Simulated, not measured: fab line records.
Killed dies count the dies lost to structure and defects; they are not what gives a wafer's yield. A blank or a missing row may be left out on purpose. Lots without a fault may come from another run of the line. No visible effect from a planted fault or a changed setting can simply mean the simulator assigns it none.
The tool behind it: which one? + flow n5 finfet + 12 lots, 33 wafers sampled, at 4 steps of a route of 1938

## WHAT THE GAUGES SHOWED, per wafer
No reading from a measuring or inspecting step in the record can be judged against a usual standard deviation.

## EACH LOT AND THE TOOL THAT RAN IT (in order: tool; ch and the chambers of the sampled wafers; start)
| lot  | N5_MIM_BOT_DEGAS_01          | N5_MIM_BOT_SPUTTER_00        | N5_MIM_TOP_ALD_00                | N5_MIM_BOT_ETCH_ETCH_03           |
|------|------------------------------|------------------------------|----------------------------------|-----------------------------------|
| L955 | pvd sputter-03, day 12 10:42 | pvd sputter-03, day 12 10:44 | ald hk-03 ch 0,1,3, day 12 10:50 | rie metal-02 ch 0,1, day 12 13:28 |
| L956 | pvd sputter-02, day 13 05:01 | pvd sputter-02, day 13 05:03 | ald hk-02 ch 0,1,3, day 13 05:10 | rie metal-02 ch 0,1, day 13 07:11 |
| L960 | pvd sputter-01, day 13 13:16 | pvd sputter-01, day 13 13:18 | ald hk-03 ch 1,2,3, day 13 13:25 | rie metal-03 ch 0,1, day 13 16:05 |
| L958 | pvd sputter-02, day 13 22:35 | pvd sputter-02, day 13 22:37 | ald hk-02 ch 0,2, day 13 22:43   | rie metal-02 ch 0,1, day 14 01:22 |
| L959 | pvd sputter-03, day 13 22:35 | pvd sputter-03, day 13 22:37 | ald hk-03 ch 0,2,3, day 13 22:43 | rie metal-01 ch 0,1, day 14 01:19 |
| L965 | pvd sputter-01, day 15 03:04 | pvd sputter-01, day 15 03:06 | ald hk-02 ch 0,1,2, day 15 03:12 | rie metal-03 ch 0,1, day 15 05:37 |
| L966 | pvd sputter-03, day 16 06:28 | pvd sputter-03, day 16 06:31 | ald hk-01 ch 3, day 16 06:37     | rie metal-01 ch 1, day 16 09:31   |
| L971 | pvd sputter-01, day 16 19:48 | pvd sputter-01, day 16 19:50 | ald hk-02 ch 0,2,3, day 16 19:56 | rie metal-01 ch 0,1, day 17 01:26 |
| L974 | pvd sputter-02, day 17 15:25 | pvd sputter-02, day 17 15:29 | ald hk-03 ch 0,3, day 17 15:35   | rie metal-02 ch 0,1, day 17 19:32 |
| L973 | pvd sputter-02, day 17 19:19 | pvd sputter-02, day 17 19:22 | ald hk-02 ch 1,2, day 17 19:28   | rie metal-02 ch 0,1, day 17 23:42 |
| L977 | pvd sputter-02, day 18 07:44 | pvd sputter-02, day 18 07:47 | ald hk-01 ch 0,2,3, day 18 07:53 | rie metal-03 ch 0,1, day 18 10:41 |
| L975 | pvd sputter-02, day 18 07:58 | pvd sputter-02, day 18 08:00 | ald hk-02 ch 0,2, day 18 08:06   | rie metal-02 ch 1, day 18 10:45   |
- N5_MIM_BOT_DEGAS_01: time 60 s.
- N5_MIM_BOT_SPUTTER_00: material TiN, target thk 35 nm, time 89.7 s.
- N5_MIM_TOP_ALD_00: deposits Al2O3, purge time 3 s, co reactant pulse time 3 s.
- N5_MIM_BOT_ETCH_ETCH_03: etches the open film in Cl2/BCl3, target depth 12 nm.

## AS READ BY THE TOOLS THEMSELVES (means over the sampled wafers that have a number; for cases with no such wafer, the mark the record gives instead)
N5_MIM_BOT_DEGAS_01.
| lot  | tool           | heater power w (W) | susceptor temp C (C) |
|------|----------------|--------------------|----------------------|
| L955 | pvd sputter-03 | 444                | 300.19               |
| L956 | pvd sputter-02 | 422                | 300.08               |
| L960 | pvd sputter-01 | 499                | 300.06               |
| L958 | pvd sputter-02 | 462                | 300.18               |
| L959 | pvd sputter-03 | 454                | 300.02               |
| L965 | pvd sputter-01 | 475                | 299.71               |
| L966 | pvd sputter-03 | 448                | 300.15               |
| L971 | pvd sputter-01 | 440                | 299.92               |
| L974 | pvd sputter-02 | 402                | 300.06               |
| L973 | pvd sputter-02 | 426                | 299.78               |
| L977 | pvd sputter-02 | 444                | 299.92               |
| L975 | pvd sputter-02 | 468                | 300.30               |

N5_MIM_BOT_SPUTTER_00.
| lot  | tool           | chamber pressure pa (Pa) | susceptor temp C (C) | throttle valve pct (%) |
|------|----------------|--------------------------|----------------------|------------------------|
| L955 | pvd sputter-03 | 0.5008                   | 199.99               | 30.1                   |
| L956 | pvd sputter-02 | 0.5002                   | 199.95               | 30.7                   |
| L960 | pvd sputter-01 | 0.5001                   | 200.05               | 30.1                   |
| L958 | pvd sputter-02 | 0.5008                   | 199.84               | 30.7                   |
| L959 | pvd sputter-03 | 0.4995                   | 200.15               | 29.7                   |
| L965 | pvd sputter-01 | 0.5011                   | 200.04               | 30.5                   |
| L966 | pvd sputter-03 | 0.5005                   | 200.03               | 30.4                   |
| L971 | pvd sputter-01 | 0.5002                   | 199.92               | 30.4                   |
| L974 | pvd sputter-02 | 0.5000                   | 200.03               | 30.4                   |
| L973 | pvd sputter-02 | 0.4999                   | 199.84               | 30.8                   |
| L977 | pvd sputter-02 | 0.5001                   | 200.01               | 30.0                   |
| L975 | pvd sputter-02 | 0.5010                   | 199.97               | 30.1                   |

N5_MIM_TOP_ALD_00.
| lot  | tool      | precursor pulse height rel |
|------|-----------|----------------------------|
| L955 | ald hk-03 | 0.972                      |
| L956 | ald hk-02 | 1.000                      |
| L960 | ald hk-03 | 0.988                      |
| L958 | ald hk-02 | 1.010                      |
| L959 | ald hk-03 | 1.000                      |
| L965 | ald hk-02 | 1.007                      |
| L966 | ald hk-01 | 1.016                      |
| L971 | ald hk-02 | 1.008                      |
| L974 | ald hk-03 | 1.022                      |
| L973 | ald hk-02 | 0.983                      |
| L977 | ald hk-01 | 1.002                      |
| L975 | ald hk-02 | 1.003                      |

N5_MIM_BOT_ETCH_ETCH_03.
| lot  | tool         | bcl3 flow sccm (sccm) | bias w (W) | drypump motor current A (A) | mfc cl2 sccm (sccm) | oes product au (a.u.) | throttle valve pct (%) |
|------|--------------|-----------------------|------------|-----------------------------|---------------------|-----------------------|------------------------|
| L955 | rie metal-02 | 80.18                 | 100.06     | 5.7                         | 20.06               | 0.70                  | 27.8                   |
| L956 | rie metal-02 | 80.17                 | 99.83      | 5.7                         | 20.04               | 0.74                  | 28.0                   |
| L960 | rie metal-03 | 79.84                 | 100.01     | 6.0                         | 20.04               | 0.80                  | 27.3                   |
| L958 | rie metal-02 | 79.75                 | 100.41     | 5.7                         | 20.00               | 0.70                  | 27.8                   |
| L959 | rie metal-01 | 80.15                 | 99.73      | 5.5                         | 20.06               | 0.92                  | 27.4                   |
| L965 | rie metal-03 | 80.14                 | 99.58      | 5.9                         | 19.96               | 0.79                  | 27.2                   |
| L966 | rie metal-01 | 79.91                 | 117.50     | 6.2                         | 19.82               | 0.90                  | 28.1                   |
| L971 | rie metal-01 | 80.10                 | 117.43     | 5.9                         | 19.92               | 0.90                  | 27.8                   |
| L974 | rie metal-02 | 80.10                 | 99.98      | 5.7                         | 20.03               | 0.85                  | 28.0                   |
| L973 | rie metal-02 | 79.97                 | 100.23     | 5.7                         | 19.99               | 0.88                  | 28.0                   |
| L977 | rie metal-03 | 79.90                 | 99.80      | 5.6                         | 20.00               | 0.76                  | 27.2                   |
| L975 | rie metal-02 | 80.24                 | 100.02     | 5.6                         | 20.00               | 0.76                  | 28.1                   |

## THE ANSWER, worked out from the rows above alone
Rule: the usual values come from the lots themselves. The widest of any qualifying gaps counts: lots, ordered by their means at a reading, are off when they make up no more than a third of the lots, leave a main group of 4 or more, and stand apart from it by 3 or more times the standard deviation of that group's means. A main group is skipped when, at the precision printed for the reading in the tables above, its means are all equal. Also off: a lot with no number at a reading for which 4 or more lots have one. All remaining lots with rows at the step are treated as sound. Order of review: gauges by route order, followed by the tools' own readings, for which a lot's mean as printed above is used. The first step at which some lot is off is used, and at that step the reading that is off furthest; a lot without a number counts as furthest.
Off: L966, L971, at N5_MIM_BOT_ETCH_ETCH_03 (bias w). The main group has a mean of 99.97 W with a standard deviation of 0.23.
If a tool, at that step or one of the process steps before it, ran each lot that is off and ran no sound lot following the first of them, it fits. One fits: rie metal-01 at N5_MIM_BOT_ETCH_ETCH_03. Its last sound lot is L959 (day 14 01:19), its first lot that is off L966 (day 16 09:31): a fault that began between those two fits.
The tool's own readings at N5_MIM_BOT_ETCH_ETCH_03 bear it out: on the lots that are off they differ by more than 5 times the standard deviation of the sound lots' means. bias w reads 117.47 W there against 99.97 W on the sound lots.

## WHAT WAS PUT IN BY THE SIMULATOR
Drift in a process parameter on rie metal-01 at N5_MIM_BOT_ETCH_ETCH_03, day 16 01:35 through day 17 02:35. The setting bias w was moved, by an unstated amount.
Struck lots among those shown: L966, L971. The same result came from the rule above.
